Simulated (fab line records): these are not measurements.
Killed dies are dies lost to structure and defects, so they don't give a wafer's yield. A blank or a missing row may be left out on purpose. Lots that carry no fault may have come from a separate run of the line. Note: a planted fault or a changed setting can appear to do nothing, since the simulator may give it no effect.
Matching of chambers / flow n5 finfet / N5_BEOL_M3_DESCUM_33 on rie diel-05 has 4 sister chambers
The step chemistry O2, time 7 s. 18 wafers are shown with their chamber, then 9 later ones without.

## WAFERS, EACH WITH ITS CHAMBER
wafer=L075.1; chamber=0; showerhead plenum p Torr (Torr)=2.19; throttle valve pct (%)=20.70; drypump motor current A (A)=5.8
wafer=L075.5; chamber=0; showerhead plenum p Torr (Torr)=2.20; throttle valve pct (%)=20.69; drypump motor current A (A)=5.8
wafer=L075.6; chamber=1; showerhead plenum p Torr (Torr)=2.09; throttle valve pct (%)=20.57; drypump motor current A (A)=5.6
wafer=L077.2; chamber=1; showerhead plenum p Torr (Torr)=2.09; throttle valve pct (%)=20.56; drypump motor current A (A)=5.5
wafer=L077.5; chamber=2; showerhead plenum p Torr (Torr)=2.10; throttle valve pct (%)=20.41; drypump motor current A (A)=5.3
wafer=L077.6; chamber=1; showerhead plenum p Torr (Torr)=2.09; throttle valve pct (%)=20.56; drypump motor current A (A)=5.5
wafer=L080.2; chamber=2; showerhead plenum p Torr (Torr)=2.09; throttle valve pct (%)=20.41; drypump motor current A (A)=5.3
wafer=L080.3; chamber=3; showerhead plenum p Torr (Torr)=2.09; throttle valve pct (%)=20.51; drypump motor current A (A)=5.9
wafer=L080.6; chamber=0; showerhead plenum p Torr (Torr)=2.19; throttle valve pct (%)=20.72; drypump motor current A (A)=5.8
wafer=L081.1; chamber=2; showerhead plenum p Torr (Torr)=2.09; throttle valve pct (%)=20.42; drypump motor current A (A)=5.2
wafer=L081.4; chamber=0; showerhead plenum p Torr (Torr)=2.19; throttle valve pct (%)=20.73; drypump motor current A (A)=5.8
wafer=L081.6; chamber=2; showerhead plenum p Torr (Torr)=2.09; throttle valve pct (%)=20.44; drypump motor current A (A)=5.2
wafer=L084.1; chamber=2; showerhead plenum p Torr (Torr)=2.09; throttle valve pct (%)=20.41; drypump motor current A (A)=5.3
wafer=L084.5; chamber=0; showerhead plenum p Torr (Torr)=2.19; throttle valve pct (%)=20.73; drypump motor current A (A)=5.8
wafer=L084.6; chamber=3; showerhead plenum p Torr (Torr)=2.08; throttle valve pct (%)=20.52; drypump motor current A (A)=5.8
wafer=L089.1; chamber=1; showerhead plenum p Torr (Torr)=2.08; throttle valve pct (%)=20.59; drypump motor current A (A)=5.6
wafer=L089.2; chamber=3; showerhead plenum p Torr (Torr)=2.08; throttle valve pct (%)=20.52; drypump motor current A (A)=5.8
wafer=L089.5; chamber=3; showerhead plenum p Torr (Torr)=2.08; throttle valve pct (%)=20.54; drypump motor current A (A)=5.8

SIGNATURES (means of the wafers above)
reading=showerhead plenum p Torr; chamber 0=2.1920; chamber 1=2.0875; chamber 2=2.0920; chamber 3=2.0825; scatter within a chamber=0.00471
reading=throttle valve pct; chamber 0=20.7140; chamber 1=20.5700; chamber 2=20.4180; chamber 3=20.5225; scatter within a chamber=0.0148
reading=drypump motor current A; chamber 0=5.800; chamber 1=5.550; chamber 2=5.260; chamber 3=5.825; scatter within a chamber=0.0459
Rule: for a wafer and a chamber, the distance is found by dividing, reading by reading, the gap between the wafer's reading and the chamber's mean by the reading's scatter, squaring, summing and taking the root. The wafer belongs to the nearest chamber; if the next one is less than 2 further off, it can't be placed. The scatter is the square root of a quotient: the sum, over the shown wafers, of each reading's squared deviation from its chamber's mean, divided by wafers minus chambers.

## WAFERS WHOSE CHAMBER IS MISSING
wafer=L090.1; showerhead plenum p Torr (Torr)=2.08; throttle valve pct (%)=20.55; drypump motor current A (A)=5.9
wafer=L090.3; showerhead plenum p Torr (Torr)=2.08; throttle valve pct (%)=20.59; drypump motor current A (A)=5.6
wafer=L090.4; showerhead plenum p Torr (Torr)=2.19; throttle valve pct (%)=20.75; drypump motor current A (A)=5.8
wafer=L094.2; showerhead plenum p Torr (Torr)=2.08; throttle valve pct (%)=20.56; drypump motor current A (A)=5.8
wafer=L094.4; showerhead plenum p Torr (Torr)=2.18; throttle valve pct (%)=20.76; drypump motor current A (A)=5.8
wafer=L094.5; showerhead plenum p Torr (Torr)=2.08; throttle valve pct (%)=20.47; drypump motor current A (A)=5.2
wafer=L096.2; showerhead plenum p Torr (Torr)=2.18; throttle valve pct (%)=20.79; drypump motor current A (A)=5.8
wafer=L096.3; showerhead plenum p Torr (Torr)=2.07; throttle valve pct (%)=20.55; drypump motor current A (A)=5.8
wafer=L096.6; showerhead plenum p Torr (Torr)=2.07; throttle valve pct (%)=20.55; drypump motor current A (A)=5.8

## CHAMBER TAKEN BY EACH
wafer=L090.1; from the rows above=3; in truth=3
wafer=L090.3; from the rows above=1; in truth=1
wafer=L090.4; from the rows above=0; in truth=0
wafer=L094.2; from the rows above=3; in truth=3
wafer=L094.4; from the rows above=0; in truth=0
wafer=L094.5; from the rows above=2; in truth=2
wafer=L096.2; from the rows above=0; in truth=0
wafer=L096.3; from the rows above=3; in truth=3
wafer=L096.6; from the rows above=3; in truth=3
9 of 9 placed correctly. Not placeable from these rows: 0. Number placed wrongly: 0.
